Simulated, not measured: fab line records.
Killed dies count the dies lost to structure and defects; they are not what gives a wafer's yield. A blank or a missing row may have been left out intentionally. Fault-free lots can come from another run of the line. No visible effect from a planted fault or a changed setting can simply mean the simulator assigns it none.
Chamber matching + flow nand_harc + NHARC_A_CONTACT_ETCH_92 on rie_diel-06: 4 sister chambers
The step etches the open film in CH3F/O2, target depth 40 nm, time 85.7 s. 8 wafers are shown with their chamber, then 10 later ones without.

== EACH WAFER AND ITS CHAMBER ==
| wafer  | chamber | drypump_motor_current_A (A) | showerhead_plenum_p_Torr (Torr) |
|--------|---------|-----------------------------|---------------------------------|
| L802.5 | 0       | 6.4                         | 2.57                            |
| L806.2 | 3       | 5.3                         | 2.46                            |
| L808.3 | 0       | 6.4                         | 2.56                            |
| L815.1 | 3       | 5.3                         | 2.45                            |
| L815.4 | 1       | 5.0                         | 2.39                            |
| L815.5 | 2       | 6.3                         | 2.51                            |
| L816.2 | 2       | 6.3                         | 2.51                            |
| L816.4 | 1       | 5.1                         | 2.39                            |

== WAFERS WITH NO CHAMBER GIVEN ==
| wafer  | drypump_motor_current_A (A) | showerhead_plenum_p_Torr (Torr) |
|--------|-----------------------------|---------------------------------|
| L816.5 | 5.3                         | 2.45                            |
| L818.1 | 6.4                         | 2.56                            |
| L818.4 | 6.3                         | 2.51                            |
| L818.5 | 5.1                         | 2.39                            |
| L820.2 | 5.0                         | 2.39                            |
| L820.3 | 5.3                         | 2.45                            |
| L820.6 | 5.3                         | 2.45                            |
| L819.1 | 5.0                         | 2.39                            |
| L819.2 | 5.3                         | 2.45                            |
| L819.4 | 6.2                         | 2.51                            |

== EACH ONE'S CHAMBER ==
| wafer  | from the rows above | in truth |
|--------|---------------------|----------|
| L816.5 | 3                   | 3        |
| L818.1 | 0                   | 0        |
| L818.4 | 2                   | 2        |
| L818.5 | 1                   | 1        |
| L820.2 | 1                   | 1        |
| L820.3 | 3                   | 3        |
| L820.6 | 3                   | 3        |
| L819.1 | 1                   | 1        |
| L819.2 | 3                   | 3        |
| L819.4 | 2                   | 2        |
Correctly placed: 10 of 10. From these rows, 0 cannot be placed. Wrongly placed: 0.
How it was worked out, from the rows above alone: a wafer's distance from a chamber is the root of the sum, over the readings, of the square of ((its reading less the chamber's mean) divided by the reading's scatter). If the next closest chamber is less than 2 further off than the closest, the wafer can't be placed; otherwise it belongs to the closest. Each chamber's mean is taken over the wafers shown for it. The scatter is the square root of a quotient: the sum, over the shown wafers, of each reading's squared deviation from its chamber's mean, divided by wafers minus chambers.
